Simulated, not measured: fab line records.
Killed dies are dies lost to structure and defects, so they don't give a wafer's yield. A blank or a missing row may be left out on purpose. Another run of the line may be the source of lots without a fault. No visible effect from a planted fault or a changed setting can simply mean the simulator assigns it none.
Which tool did it? -- flow n5-finfet -- 11 lots (33 wafers sampled), 1 step of a 1938-step route

## WHAT THE GAUGES SHOWED, per wafer
N5_BEOL_M11_CD_MEAS_11: the cd target is 64.1 nm. Usual: cd-nm 64.2 nm, standard deviation 0.51.
lot,measured,on,cd-nm (nm),flag
L426,day 12 10:30,cd-sem-02,64.2 64.0 63.6,
L425,day 12 10:42,cd-sem-03,64.1 63.6 63.9,
L428,day 13 02:58,cd-sem-01,64.0 64.9 64.7,
L427,day 13 07:11,cd-sem-02,63.5 63.8 64.0,
L429,day 13 11:09,cd-sem-01,64.3 64.1 64.0,
L436,day 14 17:56,cd-sem-02,64.4 64.3 64.9,
L442,day 16 03:51,cd-sem-03,63.9 63.9 64.3,
L444,day 16 13:32,cd-sem-02,63.8 64.0 63.4,
L445,day 17 12:26,cd-sem-02,64.4 64.4 64.0,
L446,day 17 17:50,cd-sem-03,64.1 64.6 64.8,
L447,day 18 12:43,cd-sem-03,64.1 65.0 63.8,

## WHAT TOOL EACH LOT RAN ON (gives the tool, then ch and the chambers of the sampled wafers, and finally the start)
The record holds no process step before these readings.

## AS READ BY THE TOOLS THEMSELVES (means over the sampled wafers that have a number; for cases with no such wafer, the mark the record gives instead)
The record holds no such reading with a usual standard deviation.

## THE ANSWER, worked out from the rows above alone
Rule: lot off if the mean of its wafers having a number is beyond 3 standard deviations from the usual mean. Also off: a lot with no number at a reading for which 4 or more lots have one. Any other lot the step has rows for is counted as sound. Order of review: gauges by route order, followed by the tools' own readings, for which a lot's mean as printed above is used. At the first step where some lot is off, the reading lying furthest off is the one used; lots without a number count as furthest.
Across all readings shown, no lot is off: no conclusion can be drawn from this.

## WHAT THE SIMULATOR HAD PUT IN
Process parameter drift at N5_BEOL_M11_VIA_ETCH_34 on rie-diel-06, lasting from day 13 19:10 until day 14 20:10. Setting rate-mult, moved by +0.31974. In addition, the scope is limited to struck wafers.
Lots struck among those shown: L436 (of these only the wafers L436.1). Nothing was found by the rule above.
